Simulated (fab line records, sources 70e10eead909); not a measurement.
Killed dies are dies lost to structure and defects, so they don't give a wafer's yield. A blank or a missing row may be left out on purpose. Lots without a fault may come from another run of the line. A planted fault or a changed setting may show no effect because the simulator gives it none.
Chamber matching | flow nand_harc | NHARC_A_M0_DEP_32 on pecvd-04: 3 sister chambers
The step deposits SiCN, target thk 30 nm. 3 wafers are shown with their chamber, then 8 later ones without.

WAFERS WITH THEIR CHAMBER
wafer  | chamber | heater_power_w (W)
L091.2 | 2       | 514
L091.5 | 0       | 608
L092.2 | 1       | 450

WAFERS WITHOUT THEIR CHAMBER
wafer  | heater_power_w (W)
L092.5 | 523
L092.6 | 690
L094.2 | 622
L094.3 | 499
L094.4 | 496
L096.1 | 481
L096.2 | 537
L096.3 | 670

WHICH CHAMBER EACH WENT THROUGH
wafer  | from the rows above          | in truth
L092.5 | can't be placed: 2 or 1 or 0 | 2
L092.6 | 0                            | 0
L094.2 | 0                            | 0
L094.3 | can't be placed: 2 or 1      | 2
L094.4 | can't be placed: 2 or 1      | 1
L096.1 | can't be placed: 1 or 2      | 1
L096.2 | can't be placed: 2 or 0 or 1 | 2
L096.3 | 0                            | 0
Placed correctly: 3 of 8. Can't be placed from these rows: 5 (the true chamber is among the candidates in 5). Placed wrongly: 0.
How it was worked out, from the rows above alone: a wafer's distance from a chamber is the root of the sum, over the readings, of the square of ((its reading less the chamber's mean) divided by the reading's scatter). The wafer belongs to the nearest chamber; if the next one is less than 2 further off, it can't be placed. A chamber's mean is the mean of its shown wafers. The scatter: with one shown wafer a chamber, the root of the mean of the squares of how far each hidden wafer lies from its nearest shown one.
